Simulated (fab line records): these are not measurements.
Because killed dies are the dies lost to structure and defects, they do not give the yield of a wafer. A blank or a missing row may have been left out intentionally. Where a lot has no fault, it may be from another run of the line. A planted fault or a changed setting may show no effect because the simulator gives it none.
A lot that was struck, set against a sound lot | flow n5Finfet | 32 steps out of a route of 1938
Sound: wafers L405.1, L405.3, L405.4. Struck: wafer L412.3. (L412.2 of the same lot was not struck and is left out.) The cause comes at the end.
For every step that has rows: the tool of each side, followed by ch and its chambers, followed by its first start. Under that, the readings that differ: sound wafers | struck wafers | difference of the means | sigmas: that difference in standard deviations of wafers without a fault.
alike: same words and numbers on both sides, and readings whose means sit less than 2 such deviations apart. not compared: any withheld reading, any reading some wafer has no value for, any bound like >300 that may hide the same value, and any number with overlapping values for which the record gives no deviation.
The two part at a step that has a row with sigmas, a row that says differs or no value, or rows on one side only. Numbers that have no deviation but don't overlap get no sigmas and don't part them. Lack of a reading on every wafer of one side parts them only where that side has two or more wafers.

first, 7 steps without rows for these wafers: N5_BEOL_M15_COAT_22 (resist thk 800 nm); N5_BEOL_M15_EBR_24; N5_BEOL_M15_SOFTBAKE_23 (time 60 s); N5_BEOL_M15_EXPOSE_25 (exposes mask M15, target cd 400 nm); N5_BEOL_M15_PEB_26 (peb time 90 s); N5_BEOL_M15_DEVELOP_27 (develop time 45 s); N5_BEOL_M15_HARDBAKE_32 (time 120 s).
N5_BEOL_M15_CD_MEAS_28 targets a cd of 407.6 nm.
  sound on cdSem-02 ch 0, day 15 13:25; struck on cdSem-02 ch 0, day 16 23:28
  alike: cdNm
N5_BEOL_M15_OVL_MEAS_29:
  sound on overlay-01 ch 0, day 15 13:27; struck on overlay-01 ch 0, day 16 23:30
  alike: M15_OVL
N5_BEOL_M15_INSPECT_30: inspects for defects (macro).
  sound: defectInspect-01 at day 15 13:29; struck: defectInspect-02 at day 16 23:31
  alike: rawDefectCount
N5_BEOL_M15_DESCUM_33: chemistry O2, time 7.9 s.
  sound on rieDiel-04 ch 1,2,3, day 15 13:34; struck on rieDiel-02 ch 3, day 16 23:46
reading                  | sound       | struck | difference | sigmas
drypumpMotorCurrentA (A) | 5.6 6.6 5.5 | 4.7    | -1.2       | -2
rfHoursCounterH (h)      | 38 215 221  | 250    | +92        | 
  alike: oesProductAu, rfFwdPowerW, rfVppV, showerheadPlenumPTorr, throttleValvePct
then, 1 step without rows for these wafers: N5_BEOL_M15_ETCH_61 (etches BARC in N2/H2, target depth 89 nm, overetch 26.7 nm, time 67.9 s).
N5_BEOL_M15_TRENCH_ETCH_34: etches SiO2 in C4F8/O2/Ar, target depth 872.93 nm, time 199 s.
  sound on rieDiel-04 ch 1,2,3, day 15 13:39; struck on rieDiel-02 ch 3, day 16 23:52
reading                                   | sound             | struck | difference | sigmas
drypumpMotorCurrentA (A)                  | 5.6 6.6 5.5       | 4.8    | -1.1       | -2
rfHoursCounterH (h)                       | 38 215 221        | 250    | +92        | 
throttleValvePct (%)                      | 31.06 31.11 30.90 | 31.55  | +0.53      | +2
model.etch.depthNm (nm)                   | 880.5 865 865.9   | 1238   | +368       | 
model.coat_of_BEOL_M15_COAT_22.thkNm (nm) | 538.2 541.6 545   | 466    | -76        | 
  alike: biasW, oesProductAu, rfFwdPowerW, rfVppV, showerheadPlenumPTorr
then, 3 steps without rows for these wafers: N5_BEOL_M15_STRIP_36 (strips in O2); N5_BEOL_M15_STRIP_62 (strips in O2); N5_BEOL_M15_STRIP_37 (strips in O2).
N5_BEOL_M15_ETCH_38: etches SiCN in CF4/N2, target depth 106.4 nm, time 120.5 s.
  sound on rieDiel-04 ch 0,1,2; struck on rieDiel-02 ch 2
reading             | sound       | struck | difference | sigmas
rfHoursCounterH (h) | 233 221 215 | 201    | -22        | 
  alike: biasW, drypumpMotorCurrentA, oesProductAu, rfFwdPowerW, rfVppV, showerheadPlenumPTorr, throttleValvePct
then, 3 steps without rows for these wafers: N5_BEOL_M15_PRECLEAN_39 (cleans in residue remover, time 60 s); N5_BEOL_M15_SRD_40 (time 30 s, dry time 30 s); N5_BEOL_M15_DEGAS_41 (time 60 s).
N5_BEOL_M15_PRE_CLEAN_42: time 30 s.
  sound: pvdSputter-02 at day 15 15:04; struck: pvdSputter-02 at day 17 02:05
  alike: heaterPowerW
N5_BEOL_M15_SPUTTER_43: material TaN, target thk 15 nm, time 24.19 s.
  sound: pvdSputter-02 at day 15 15:07; struck: pvdSputter-02 at day 17 02:08
reading              | sound          | struck | difference | sigmas
throttleValvePct (%) | 29.5 30.5 29.3 | 28.0   | -1.8       | -2
N5_BEOL_M15_SPUTTER_44: material Ta, target thk 15 nm, time 24.19 s.
  sound: pvdSputter-02 at day 15 15:11; struck: pvdSputter-02 at day 17 02:13
reading              | sound          | struck | difference | sigmas
throttleValvePct (%) | 29.8 30.4 29.3 | 28.1   | -1.7       | -2
then, 3 steps without rows for these wafers: N5_BEOL_M15_SPUTTER_45 (material Cu, target thk 100 nm, time 16.67 s); N5_BEOL_M15_ECD_47 (material Cu, target thk 1860 nm); N5_BEOL_M15_ANNEAL_48 (time 90 s).
N5_BEOL_M15_CMP_49: polishes, stops on SiO2, t overpolish 4.9 s, target thk 850 nm.
  sound on cmp-02 ch 0,1,3, day 15 16:10; struck on cmp-04 ch 2, day 17 03:01
reading                                | sound             | struck | difference | sigmas
model.Cu_of_BEOL_M15_ECD_47.thkNm (nm) | 857.8 841.8 842.4 | 1215   | +368       | 
  alike: motorCurrentA, slurryFilterDpKPa
N5_BEOL_M15_THK_MEAS_50: measures by xrf.
  sound: filmMetro-01 at day 15 16:28; struck: filmMetro-01 at day 17 03:19
reading      | sound       | struck | difference | sigmas
M15_THK (nm) | 864 845 848 | 1227   | +375       | +27
then, 2 steps without rows for these wafers: N5_BEOL_M15_PRE_CLEAN_52 (time 15 s); N5_BEOL_M15_DEP_53 (deposits SiCN from 3MS/NH3, target thk 50 nm, time 17.8 s).
N5_BEOL_M15_RS_MEAS_54: the measuring method here is four-point-probe.
  sound: filmMetro-02 at day 15 16:35; struck: filmMetro-01 at day 17 03:26
reading         | sound                | struck | difference | sigmas
M15_RS (ohm/sq) | 0.0213 0.0217 0.0217 | 0.0150 | -0.0066    | -21
N5_BEOL_M15_INSPECT_55: inspects for defects (darkfield).
  sound: defectInspect-02 at day 15 16:38; struck: defectInspect-02 at day 17 03:28
  alike: rawDefectCount

## WHERE THEY PART
Last at N5_BEOL_M15_RS_MEAS_54 as far as this record goes, first at N5_BEOL_M15_DESCUM_33. Later steps at which nothing parts them and some readings are alike: N5_BEOL_M15_INSPECT_55.

WHY: the cause the simulator had injected
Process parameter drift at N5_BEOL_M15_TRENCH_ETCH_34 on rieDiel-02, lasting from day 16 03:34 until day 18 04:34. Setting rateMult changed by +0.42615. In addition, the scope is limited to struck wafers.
